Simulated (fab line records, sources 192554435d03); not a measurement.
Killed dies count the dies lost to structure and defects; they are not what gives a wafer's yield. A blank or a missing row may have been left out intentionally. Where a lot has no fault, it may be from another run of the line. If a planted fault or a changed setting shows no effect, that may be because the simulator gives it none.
Matching of chambers / flow n5-finfet / N5_BEOL_M11_ILD_DEP_00 on pecvd-01 has 3 sister chambers
The step deposits SiCOH lowk from DEMS/porogen, target thk 308.51 nm, time 58 s. 6 wafers are shown with their chamber, then 8 later ones without.

WAFERS WITH THEIR CHAMBER
wafer=L075.6; chamber=0; throttle-valve-pct (%)=13.3; heater-power-w (W)=348
wafer=L081.2; chamber=0; throttle-valve-pct (%)=13.8; heater-power-w (W)=378
wafer=L088.1; chamber=1; throttle-valve-pct (%)=15.5; heater-power-w (W)=232
wafer=L088.2; chamber=2; throttle-valve-pct (%)=13.5; heater-power-w (W)=248
wafer=L088.6; chamber=2; throttle-valve-pct (%)=13.8; heater-power-w (W)=264
wafer=L086.1; chamber=1; throttle-valve-pct (%)=15.6; heater-power-w (W)=262

WAFERS MISSING THEIR CHAMBER
wafer=L086.3; throttle-valve-pct (%)=13.5; heater-power-w (W)=275
wafer=L086.4; throttle-valve-pct (%)=15.5; heater-power-w (W)=265
wafer=L092.1; throttle-valve-pct (%)=13.7; heater-power-w (W)=301
wafer=L092.2; throttle-valve-pct (%)=15.5; heater-power-w (W)=226
wafer=L092.6; throttle-valve-pct (%)=15.4; heater-power-w (W)=230
wafer=L096.1; throttle-valve-pct (%)=13.8; heater-power-w (W)=283
wafer=L096.2; throttle-valve-pct (%)=13.8; heater-power-w (W)=341
wafer=L096.5; throttle-valve-pct (%)=13.5; heater-power-w (W)=352

EACH ONE'S CHAMBER
wafer=L086.3; from the rows above=2; in truth=2
wafer=L086.4; from the rows above=1; in truth=1
wafer=L092.1; from the rows above=can't be placed: 2 or 0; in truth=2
wafer=L092.2; from the rows above=1; in truth=1
wafer=L092.6; from the rows above=1; in truth=1
wafer=L096.1; from the rows above=2; in truth=2
wafer=L096.2; from the rows above=0; in truth=0
wafer=L096.5; from the rows above=0; in truth=0
7 of 8 placed correctly. From these rows, 1 cannot be placed; in 1 the true chamber is one of the candidates. Placed wrongly: 0.
How it was worked out, from the rows above alone: a wafer's distance from a chamber is the root of the sum, over the readings, of the square of ((its reading less the chamber's mean) divided by the reading's scatter). The wafer belongs to the nearest chamber; if the next one is less than 2 further off, it can't be placed. A chamber's mean is the mean of its shown wafers. The scatter: the root of (the sum of the squares of (reading less its chamber's mean) over the shown wafers, divided by (wafers less chambers)).
